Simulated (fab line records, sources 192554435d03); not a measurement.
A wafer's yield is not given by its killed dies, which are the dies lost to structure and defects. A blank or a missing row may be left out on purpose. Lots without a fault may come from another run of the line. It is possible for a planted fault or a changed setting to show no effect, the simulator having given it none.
Chamber matching    flow n5 finfet    rie si-05 running N5_PMOS_HMC_CHANNEL_EPI_ETCH_38: 4 sister chambers
The step etches SiO2 in CF4, target depth 1.5 nm. 4 wafers are shown with their chamber, then 9 later ones without.

== WAFERS PAIRED WITH THEIR CHAMBERS ==
wafer   chamber  throttle valve pct (%)
L079.5  3        22.06
L090.2  2        21.79
L090.3  0        21.57
L090.5  1        21.57

== WAFERS WHOSE CHAMBER IS MISSING ==
wafer   throttle valve pct (%)
L093.3  21.57
L093.5  21.59
L093.6  21.81
L097.1  21.80
L097.2  21.58
L097.3  22.03
L097.4  21.57
L097.5  21.59
L097.6  22.04

== CHAMBER TAKEN BY EACH ==
wafer   from the rows above      in truth
L093.3  can't be placed: 0 or 1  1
L093.5  can't be placed: 0 or 1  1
L093.6  2                        2
L097.1  2                        2
L097.2  can't be placed: 0 or 1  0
L097.3  3                        3
L097.4  can't be placed: 0 or 1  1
L097.5  can't be placed: 0 or 1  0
L097.6  3                        3
Correct placement for 4 of the 9. These rows do not allow placing 5 (true chamber among the candidates in 5). Wrongly placed: 0.
How it was worked out, from the rows above alone: a wafer's distance from a chamber is the root of the sum, over the readings, of the square of ((its reading less the chamber's mean) divided by the reading's scatter). The wafer belongs to the nearest chamber; if the next one is less than 2 further off, it can't be placed. A chamber's mean is the mean of its shown wafers. The scatter (one wafer shown for each chamber): square how far every hidden wafer sits from the nearest shown wafer, average those squares and take the square root.
